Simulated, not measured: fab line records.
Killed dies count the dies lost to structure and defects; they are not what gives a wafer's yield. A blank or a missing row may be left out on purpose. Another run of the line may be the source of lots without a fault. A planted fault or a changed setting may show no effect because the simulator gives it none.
Split-lot study / flow n5Finfet / 39 wafers read from 7 lots, route of 1938 steps

== THE SPLIT ITSELF ==
At N5_SD_EPI_N_EPI_21 (deposits Si:P, time 690 s), the setting epiGrowthTimeS was moved away from the recipe's 690 s on 12 of the 39 wafers read, by -31.3% to -16.8%. All remaining wafers had this setting at the recipe value.

== FROM THE SPLIT TO THE READING: what the file shows between them, 4 steps ==
- N5_SD_EPI_N_EPI_MEAS_23
- N5_SD_EPI_N_PRECLEAN_24: cleans in O3/DIW, time 60 s
- N5_SD_EPI_N_SRD_25: time 30 s
- N5_SD_EPI_P_EPI_21: deposits SiGe:B, time 355 s

== THE READING ==
Si-P_of_SD_EPI_N_EPI_21.thkNm (the simulator's own value, which no gauge read), in nm, at N5_SD_EPI_P_HM_STRIP_48 (strips SiNx in H3PO4, material SiNx, target depth 3 nm). The file gives no usual value for it. Average 58.3 nm, standard deviation 0.46 nm, over the 27 wafers here run with the recipe.

wafer=L075.1; tool, chamber at the split=epiRpcvd-03, 0; epiGrowthTimeS as run, s=690; against the recipe=recipe; Si-P_of_SD_EPI_N_EPI_21.thkNm, nm=58.4; against lot-mates on the recipe=-
wafer=L075.2; tool, chamber at the split=epiRpcvd-03, 0; epiGrowthTimeS as run, s=690; against the recipe=recipe; Si-P_of_SD_EPI_N_EPI_21.thkNm, nm=58.2; against lot-mates on the recipe=-
wafer=L075.4; tool, chamber at the split=epiRpcvd-03, 0; epiGrowthTimeS as run, s=690; against the recipe=recipe; Si-P_of_SD_EPI_N_EPI_21.thkNm, nm=58.2; against lot-mates on the recipe=-
wafer=L075.3; tool, chamber at the split=epiRpcvd-03, 0; epiGrowthTimeS as run, s=690; against the recipe=recipe; Si-P_of_SD_EPI_N_EPI_21.thkNm, nm=58; against lot-mates on the recipe=-
wafer=L075.5; tool, chamber at the split=epiRpcvd-03, 0; epiGrowthTimeS as run, s=690; against the recipe=recipe; Si-P_of_SD_EPI_N_EPI_21.thkNm, nm=57.8; against lot-mates on the recipe=-
wafer=L075.6; tool, chamber at the split=epiRpcvd-03, 0; epiGrowthTimeS as run, s=690; against the recipe=recipe; Si-P_of_SD_EPI_N_EPI_21.thkNm, nm=58.6; against lot-mates on the recipe=-
wafer=L079.1; tool, chamber at the split=epiRpcvd-04, 0; epiGrowthTimeS as run, s=690; against the recipe=recipe; Si-P_of_SD_EPI_N_EPI_21.thkNm, nm=59.4; against lot-mates on the recipe=-
wafer=L079.2; tool, chamber at the split=epiRpcvd-04, 0; epiGrowthTimeS as run, s=574.2; against the recipe=-16.8%; Si-P_of_SD_EPI_N_EPI_21.thkNm, nm=52; against lot-mates on the recipe=-7.1
wafer=L079.3; tool, chamber at the split=epiRpcvd-04, 0; epiGrowthTimeS as run, s=574.2; against the recipe=-16.8%; Si-P_of_SD_EPI_N_EPI_21.thkNm, nm=52.8; against lot-mates on the recipe=-6.3
wafer=L079.6; tool, chamber at the split=epiRpcvd-04, 0; epiGrowthTimeS as run, s=574.2; against the recipe=-16.8%; Si-P_of_SD_EPI_N_EPI_21.thkNm, nm=52.8; against lot-mates on the recipe=-6.3
wafer=L079.4; tool, chamber at the split=epiRpcvd-04, 0; epiGrowthTimeS as run, s=690; against the recipe=recipe; Si-P_of_SD_EPI_N_EPI_21.thkNm, nm=59.2; against lot-mates on the recipe=-
wafer=L079.5; tool, chamber at the split=epiRpcvd-04, 0; epiGrowthTimeS as run, s=690; against the recipe=recipe; Si-P_of_SD_EPI_N_EPI_21.thkNm, nm=58.8; against lot-mates on the recipe=-
wafer=L087.1; tool, chamber at the split=epiRpcvd-04, 0; epiGrowthTimeS as run, s=690; against the recipe=recipe; Si-P_of_SD_EPI_N_EPI_21.thkNm, nm=58.6; against lot-mates on the recipe=-
wafer=L087.4; tool, chamber at the split=epiRpcvd-04, 0; epiGrowthTimeS as run, s=690; against the recipe=recipe; Si-P_of_SD_EPI_N_EPI_21.thkNm, nm=58.6; against lot-mates on the recipe=-
wafer=L087.2; tool, chamber at the split=epiRpcvd-04, 0; epiGrowthTimeS as run, s=533.9; against the recipe=-22.6%; Si-P_of_SD_EPI_N_EPI_21.thkNm, nm=48.2; against lot-mates on the recipe=-10.3
wafer=L087.3; tool, chamber at the split=epiRpcvd-04, 0; epiGrowthTimeS as run, s=690; against the recipe=recipe; Si-P_of_SD_EPI_N_EPI_21.thkNm, nm=58.2; against lot-mates on the recipe=-
wafer=L087.5; tool, chamber at the split=epiRpcvd-04, 0; epiGrowthTimeS as run, s=533.9; against the recipe=-22.6%; Si-P_of_SD_EPI_N_EPI_21.thkNm, nm=49.2; against lot-mates on the recipe=-9.3
wafer=L087.6; tool, chamber at the split=epiRpcvd-04, 0; epiGrowthTimeS as run, s=533.9; against the recipe=-22.6%; Si-P_of_SD_EPI_N_EPI_21.thkNm, nm=48.4; against lot-mates on the recipe=-10.1
wafer=L088.1; tool, chamber at the split=epiRpcvd-02, 0; epiGrowthTimeS as run, s=690; against the recipe=recipe; Si-P_of_SD_EPI_N_EPI_21.thkNm, nm=57.8; against lot-mates on the recipe=-
wafer=L088.3; tool, chamber at the split=epiRpcvd-02, 0; epiGrowthTimeS as run, s=690; against the recipe=recipe; Si-P_of_SD_EPI_N_EPI_21.thkNm, nm=57.8; against lot-mates on the recipe=-
wafer=L088.2; tool, chamber at the split=epiRpcvd-02, 0; epiGrowthTimeS as run, s=690; against the recipe=recipe; Si-P_of_SD_EPI_N_EPI_21.thkNm, nm=58.2; against lot-mates on the recipe=-
wafer=L088.4; tool, chamber at the split=epiRpcvd-02, 0; epiGrowthTimeS as run, s=690; against the recipe=recipe; Si-P_of_SD_EPI_N_EPI_21.thkNm, nm=58.2; against lot-mates on the recipe=-
wafer=L088.5; tool, chamber at the split=epiRpcvd-02, 0; epiGrowthTimeS as run, s=690; against the recipe=recipe; Si-P_of_SD_EPI_N_EPI_21.thkNm, nm=58.2; against lot-mates on the recipe=-
wafer=L088.6; tool, chamber at the split=epiRpcvd-02, 0; epiGrowthTimeS as run, s=690; against the recipe=recipe; Si-P_of_SD_EPI_N_EPI_21.thkNm, nm=58.2; against lot-mates on the recipe=-
wafer=L090.1; tool, chamber at the split=epiRpcvd-04, 0; epiGrowthTimeS as run, s=690; against the recipe=recipe; Si-P_of_SD_EPI_N_EPI_21.thkNm, nm=57.4; against lot-mates on the recipe=-
wafer=L090.2; tool, chamber at the split=epiRpcvd-04, 0; epiGrowthTimeS as run, s=553.1; against the recipe=-19.8%; Si-P_of_SD_EPI_N_EPI_21.thkNm, nm=49.6; against lot-mates on the recipe=-8.0
wafer=L090.3; tool, chamber at the split=epiRpcvd-04, 0; epiGrowthTimeS as run, s=553.1; against the recipe=-19.8%; Si-P_of_SD_EPI_N_EPI_21.thkNm, nm=49.4; against lot-mates on the recipe=-8.2
wafer=L090.4; tool, chamber at the split=epiRpcvd-04, 0; epiGrowthTimeS as run, s=553.1; against the recipe=-19.8%; Si-P_of_SD_EPI_N_EPI_21.thkNm, nm=49.4; against lot-mates on the recipe=-8.2
wafer=L090.5; tool, chamber at the split=epiRpcvd-04, 0; epiGrowthTimeS as run, s=690; against the recipe=recipe; Si-P_of_SD_EPI_N_EPI_21.thkNm, nm=57.8; against lot-mates on the recipe=-
wafer=L090.6; tool, chamber at the split=epiRpcvd-04, 0; epiGrowthTimeS as run, s=690; against the recipe=recipe; Si-P_of_SD_EPI_N_EPI_21.thkNm, nm=57.6; against lot-mates on the recipe=-
wafer=L091.1; tool, chamber at the split=epiRpcvd-03, 0; epiGrowthTimeS as run, s=690; against the recipe=recipe; Si-P_of_SD_EPI_N_EPI_21.thkNm, nm=58; against lot-mates on the recipe=-
wafer=L091.2; tool, chamber at the split=epiRpcvd-03, 0; epiGrowthTimeS as run, s=690; against the recipe=recipe; Si-P_of_SD_EPI_N_EPI_21.thkNm, nm=58.6; against lot-mates on the recipe=-
wafer=L091.3; tool, chamber at the split=epiRpcvd-03, 0; epiGrowthTimeS as run, s=690; against the recipe=recipe; Si-P_of_SD_EPI_N_EPI_21.thkNm, nm=58.4; against lot-mates on the recipe=-
wafer=L091.4; tool, chamber at the split=epiRpcvd-03, 0; epiGrowthTimeS as run, s=473.9; against the recipe=-31.3%; Si-P_of_SD_EPI_N_EPI_21.thkNm, nm=43.6; against lot-mates on the recipe=-14.7
wafer=L091.5; tool, chamber at the split=epiRpcvd-03, 0; epiGrowthTimeS as run, s=473.9; against the recipe=-31.3%; Si-P_of_SD_EPI_N_EPI_21.thkNm, nm=43.4; against lot-mates on the recipe=-14.9
wafer=L091.6; tool, chamber at the split=epiRpcvd-03, 0; epiGrowthTimeS as run, s=473.9; against the recipe=-31.3%; Si-P_of_SD_EPI_N_EPI_21.thkNm, nm=43.2; against lot-mates on the recipe=-15.1
wafer=L095.2; tool, chamber at the split=epiRpcvd-04, 0; epiGrowthTimeS as run, s=690; against the recipe=recipe; Si-P_of_SD_EPI_N_EPI_21.thkNm, nm=58.8; against lot-mates on the recipe=-
wafer=L095.4; tool, chamber at the split=epiRpcvd-04, 0; epiGrowthTimeS as run, s=690; against the recipe=recipe; Si-P_of_SD_EPI_N_EPI_21.thkNm, nm=58.6; against lot-mates on the recipe=-
wafer=L095.6; tool, chamber at the split=epiRpcvd-04, 0; epiGrowthTimeS as run, s=690; against the recipe=recipe; Si-P_of_SD_EPI_N_EPI_21.thkNm, nm=58; against lot-mates on the recipe=-

THE FIT
A straight line over all 39 wafers: Si-P_of_SD_EPI_N_EPI_21.thkNm changes by +0.445 nm for each +1% of epiGrowthTimeS; r = +0.99; the points scatter about the line by 0.71 nm.
The same after taking each lot's own level away (the mean of its wafers on the recipe; 39 wafers): +0.447 nm for each +1%; r = +1.00; scatter 0.5 nm.
The reading moves by 14 nm for the largest change in epiGrowthTimeS, on that fit.
The lots' own levels span 57.60 to 59.13 nm, that is 3.4 times the standard deviation above.
Consequently the slope shifts little with the lot-to-lot level, the two slopes agreeing.
Check: with one of the wafers moved furthest among these (-31.3%) left out of the fit, the line predicts -13.8 nm for it against its lot-mates. Against them it came out at -14.7 nm.

== THE WHOLE CHAIN: every reading that the file lists as answering this split, in the file's order ==
step=N5_SD_EPI_N_EPI_21; what it does=deposits Si:P, time 690 s; reading=Si-P_of_SD_EPI_N_EPI_21.thkNm (the simulator's own value, which no gauge read); change (the file's fit)=+0.45 nm for each +1% of the setting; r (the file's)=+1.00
step=N5_SD_EPI_N_EPI_MEAS_23; what it does=; reading=thkNm; change (the file's fit)=withheld for each +1% of the setting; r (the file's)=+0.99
step=N5_SD_EPI_P_HM_STRIP_48; what it does=strips SiNx in H3PO4, material SiNx, target depth 3 nm; reading=Si-P_of_SD_EPI_N_EPI_21.thkNm (the simulator's own value, which no gauge read); change (the file's fit)=+0.444 nm for each +1% of the setting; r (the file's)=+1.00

== THE FILE'S OWN FIT ==
Si-P_of_SD_EPI_N_EPI_21.thkNm changes by +0.444 nm for each +1% of epiGrowthTimeS, r = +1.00.
